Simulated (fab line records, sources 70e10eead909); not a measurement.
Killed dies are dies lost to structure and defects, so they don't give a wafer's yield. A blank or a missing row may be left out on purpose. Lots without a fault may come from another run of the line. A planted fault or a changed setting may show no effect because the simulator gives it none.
Chamber matching | flow nand_harc | NHARC_A_CHANNEL_FILL_D2_ETCHBACK_19 on rie_si-06: 4 sister chambers
The step etches the open film in HBr/Cl2, target depth 5 nm, time 1.7 s. 8 wafers are shown with their chamber, then 12 later ones without.

WAFERS WITH THEIR CHAMBER
wafer  | chamber | drypump_motor_current_A (A) | throttle_valve_pct (%)
L079.4 | 0       | 5.9                         | 26.411
L079.6 | 1       | 5.3                         | 26.415
L081.3 | 0       | 5.9                         | 26.389
L086.4 | 2       | 5.6                         | 26.413
L086.5 | 3       | 6.2                         | 26.404
L088.1 | 1       | 5.4                         | 26.416
L088.3 | 2       | 5.6                         | 26.403
L088.4 | 3       | 6.2                         | 26.403

WAFERS WITHOUT THEIR CHAMBER
wafer  | drypump_motor_current_A (A) | throttle_valve_pct (%)
L090.2 | 5.3                         | 26.417
L090.4 | 5.6                         | 26.400
L090.5 | 5.3                         | 26.413
L092.1 | 5.3                         | 26.421
L092.4 | 5.9                         | 26.403
L092.6 | 5.6                         | 26.397
L095.2 | 5.6                         | 26.406
L095.4 | 5.9                         | 26.410
L095.6 | 5.3                         | 26.405
L096.1 | 5.4                         | 26.418
L096.3 | 6.2                         | 26.398
L096.6 | 5.6                         | 26.414

WHICH CHAMBER EACH WENT THROUGH
wafer  | from the rows above | in truth
L090.2 | 1                   | 1
L090.4 | 2                   | 2
L090.5 | 1                   | 1
L092.1 | 1                   | 1
L092.4 | 0                   | 0
L092.6 | 2                   | 2
L095.2 | 2                   | 2
L095.4 | 0                   | 0
L095.6 | 1                   | 1
L096.1 | 1                   | 1
L096.3 | 3                   | 3
L096.6 | 2                   | 2
Placed correctly: 12 of 12. Can't be placed from these rows: 0. Placed wrongly: 0.
How it was worked out, from the rows above alone: a wafer's distance from a chamber is the root of the sum, over the readings, of the square of ((its reading less the chamber's mean) divided by the reading's scatter). The wafer belongs to the nearest chamber; if the next one is less than 2 further off, it can't be placed. A chamber's mean is the mean of its shown wafers. The scatter: the root of (the sum of the squares of (reading less its chamber's mean) over the shown wafers, divided by (wafers less chambers)).
